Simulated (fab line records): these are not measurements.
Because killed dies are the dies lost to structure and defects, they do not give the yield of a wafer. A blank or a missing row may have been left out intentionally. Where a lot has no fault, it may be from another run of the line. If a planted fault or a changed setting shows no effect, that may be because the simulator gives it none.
Matching of chambers	flow nandHarc	4 sister chambers for NHARC_P_BONDPAD_STRIP_15 on rieDiel-12
The step strips in O2. 4 wafers are shown with their chamber, then 9 later ones without.

## WAFERS WITH THEIR CHAMBER
wafer	chamber	drypumpMotorCurrentA (A)
L081.3	2	5.1
L081.5	1	5.6
L089.1	0	6.2
L089.6	3	5.8

## WAFERS WHOSE CHAMBER IS MISSING
wafer	drypumpMotorCurrentA (A)
L093.2	5.7
L093.3	6.3
L093.6	6.2
L094.1	5.7
L094.3	5.6
L094.4	6.2
L096.2	6.2
L096.3	5.1
L096.4	5.6

## EACH ONE'S CHAMBER
wafer	from the rows above	in truth
L093.2	can't be placed: 3 or 1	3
L093.3	0	0
L093.6	0	0
L094.1	can't be placed: 3 or 1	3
L094.3	1	1
L094.4	0	0
L096.2	0	0
L096.3	2	2
L096.4	1	1
7 of 9 placed correctly. Unplaceable from these rows: 2, with the true chamber sitting among the candidates in 2. 0 placed wrongly.
How it was worked out, from the rows above alone: a wafer's distance from a chamber is the root of the sum, over the readings, of the square of ((its reading less the chamber's mean) divided by the reading's scatter). The wafer belongs to the nearest chamber; if the next one is less than 2 further off, it can't be placed. A chamber's mean is the mean of its shown wafers. The scatter (one wafer shown for each chamber): square how far every hidden wafer sits from the nearest shown wafer, average those squares and take the square root.
